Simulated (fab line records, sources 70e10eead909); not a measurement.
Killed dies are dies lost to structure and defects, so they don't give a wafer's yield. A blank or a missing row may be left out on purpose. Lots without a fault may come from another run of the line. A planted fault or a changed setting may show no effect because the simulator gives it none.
Chamber matching | flow nand_harc | NHARC_A_BLC_STRIP_29 on rie_diel-12: 4 sister chambers
The step strips in CF4. 4 wafers are shown with their chamber, then 12 later ones without.

WAFERS WITH THEIR CHAMBER
wafer  | chamber | showerhead_plenum_p_Torr (Torr)
L087.2 | 3       | 1.70
L090.1 | 2       | 1.86
L090.4 | 0       | 1.66
L090.5 | 1       | 1.70

WAFERS WITHOUT THEIR CHAMBER
wafer  | showerhead_plenum_p_Torr (Torr)
L093.1 | 1.86
L093.3 | 1.70
L093.5 | 1.85
L097.1 | 1.70
L097.2 | 1.70
L097.6 | 1.70
L095.1 | 1.70
L095.3 | 1.70
L095.5 | 1.85
L096.2 | 1.85
L096.4 | 1.66
L096.5 | 1.70

WHICH CHAMBER EACH WENT THROUGH
wafer  | from the rows above     | in truth
L093.1 | 2                       | 2
L093.3 | can't be placed: 1 or 3 | 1
L093.5 | 2                       | 2
L097.1 | can't be placed: 1 or 3 | 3
L097.2 | can't be placed: 1 or 3 | 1
L097.6 | can't be placed: 1 or 3 | 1
L095.1 | can't be placed: 1 or 3 | 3
L095.3 | can't be placed: 1 or 3 | 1
L095.5 | 2                       | 2
L096.2 | 2                       | 2
L096.4 | 0                       | 0
L096.5 | can't be placed: 1 or 3 | 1
Placed correctly: 5 of 12. Can't be placed from these rows: 7 (the true chamber is among the candidates in 7). Placed wrongly: 0.
How it was worked out, from the rows above alone: a wafer's distance from a chamber is the root of the sum, over the readings, of the square of ((its reading less the chamber's mean) divided by the reading's scatter). The wafer belongs to the nearest chamber; if the next one is less than 2 further off, it can't be placed. A chamber's mean is the mean of its shown wafers. The scatter: with one shown wafer a chamber, the root of the mean of the squares of how far each hidden wafer lies from its nearest shown one.
